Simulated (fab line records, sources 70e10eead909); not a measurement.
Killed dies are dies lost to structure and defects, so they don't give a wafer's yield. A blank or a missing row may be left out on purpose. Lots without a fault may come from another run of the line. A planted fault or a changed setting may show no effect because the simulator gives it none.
One fault seen from 2 desks | flow nand_harc | each desk has only its own numbers; what lay behind them comes last

THE METROLOGY DESK
What the gauges read, lot by lot, whatever tool the lot ran on: means of the sampled wafers that have a number. A lot is out of limits, marked OUT, if its mean lies more than 4 standard deviations from the usual mean; the brackets give that distance.
Columns: A = cd_nm at NHARC_P_CONTACT_CD_MEAS_12, usual 89.8 nm
lot  | first seen here | A
L875 | day 5 16:58     | 89.2
L876 | day 6 03:52     | 89.3
L877 | day 6 05:22     | 89.5
L879 | day 6 13:50     | 90.1
L878 | day 6 19:37     | 89.8
L881 | day 7 02:00     | 90.2
L882 | day 7 03:25     | 90.0
L884 | day 7 16:41     | 89.5
L885 | day 7 17:10     | 89.8
L883 | day 7 19:36     | 90.0
L894 | day 10 07:31    | 89.6
L896 | day 10 15:42    | 91.0
L898 | day 11 07:48    | 89.6
This desk's finding: nothing out of limits on any of the 13 lots.

THE DEFECT DESK
What the inspections along the route counted, lot by lot: means of the sampled wafers that have a number. A lot is out of limits, marked OUT, if its mean lies more than 4 standard deviations from the usual mean; the brackets give that distance.
Columns: A = raw_defect_count at NHARC_P_GATE_INSPECT_68, usual 192
lot  | first seen here | A
L875 | day 5 15:29     | 197
L876 | day 6 02:07     | 110
L877 | day 6 03:01     | 236
L879 | day 6 12:13     | 189
L878 | day 6 17:58     | 203
L881 | day 7 00:30     | 191
L882 | day 7 01:48     | 140
L884 | day 7 15:11     | 170
L885 | day 7 15:32     | 210
L883 | day 7 17:59     | 184
L894 | day 10 05:19    | 343
L896 | day 10 14:05    | 408
L898 | day 11 06:12    | 167
This desk's finding: nothing out of limits on any of the 13 lots.

PUT TOGETHER
The metrology desk saw nothing out of limits.
The defect desk saw nothing out of limits.

WHAT THE SIMULATOR HAD PUT IN
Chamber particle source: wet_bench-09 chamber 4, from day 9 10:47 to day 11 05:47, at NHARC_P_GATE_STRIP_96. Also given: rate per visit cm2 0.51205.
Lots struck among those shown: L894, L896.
